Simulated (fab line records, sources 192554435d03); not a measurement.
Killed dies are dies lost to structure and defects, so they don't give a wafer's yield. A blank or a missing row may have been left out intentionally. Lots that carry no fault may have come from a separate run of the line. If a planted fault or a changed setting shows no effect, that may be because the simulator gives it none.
Code-filled problem report in 8D (eight disciplines) form / flow n5 finfet / the parts of the form that need people (team, actions taken, sign-off) are left out

1. THE PROBLEM
Wafers without a fault read 1500.0 rpm, standard deviation 0.96; spin speed rpm at N5_SD_EPI_N_COAT_32 reads a mean of 1460.6 rpm on 6 wafers belonging to 2 lots. That puts it -41 standard deviations away from the usual mean.
The step: time 60 s, resist thk 350 nm.
First observed at day 4 05:31: wafer L901.1, on litho track-02. The record has a number at this step for 30 wafers belonging to 10 lots. The rule behind "out" and "out of limits": a value lying over 4 standard deviations away from the usual mean. The other wafers with a number count as sound.

2. WHAT IT IS, WHAT IT ISN'T
question=which readings at this step | is=spin speed rpm | is not=-
question=which lots | is=L901, L902 | is not=L898, L899, L900, L907, L911, L913, L915, L919
question=which wafers of those lots | is=all that have a number | is not=-
question=read on which tools | is=litho track-02 | is not=litho track-01, litho track-03
question=when | is=from day 4 05:31 | is not=up to then (9 sound wafers); but 15 sound wafers of L907, L911, L913, L915, L919 came after

3. WHAT RULES OUT EACH SUSPECT
Counting: a tool at a process step up to the reading stays a suspect if it ran every lot that is out and no sound lot after the first of them.
- litho track-02 at N5_SD_EPI_N_COAT_32 (time 60 s, resist thk 350 nm): kept. Every lot that is out went through it, starting with L901 (day 4 05:31), and after that it ran no sound lot; the last sound lot it ran before then is L899 (day 3 18:26). On those wafers its own readings are out: spin speed rpm.
After counting, what remains is litho track-02 at N5_SD_EPI_N_COAT_32.

4. THE CAUSE (what the simulator had put in)
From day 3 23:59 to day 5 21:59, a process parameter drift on litho track-02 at N5_SD_EPI_N_COAT_32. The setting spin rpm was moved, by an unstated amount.
Counting left only this tool.

5. THE CHAIN OF EFFECTS, in route order
One row per reading whose mean, taken over the struck wafers that have a number, lies over 3 standard deviations from the usual. Only readings whose record carries a usual standard deviation are examined. hours: median over the lots of the time between each lot's start at the first step of this table that gives one and its start at this step. sigmas: the change, counted in usual standard deviations.
hours=0; step=N5_SD_EPI_N_COAT_32; reading=spin speed rpm; usual=1500.0 rpm; on struck wafers=1460.6; change=-39.4; sigmas=-41
Process steps it contains:
- N5_SD_EPI_N_COAT_32: time 60 s, resist thk 350 nm.
At these later measuring or inspecting steps, every struck wafer for which the step has a row has a number for every such reading, and none has moved that far: N5_SD_EPI_N_OVL_MEAS_10, N5_BEOL_M4_RC_MEAS_101.

6. WHAT WOULD HAVE CAUGHT IT SOONER
In this record the first reading out of limits was taken at day 4 05:31, 6 hours after the fault began at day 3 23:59.
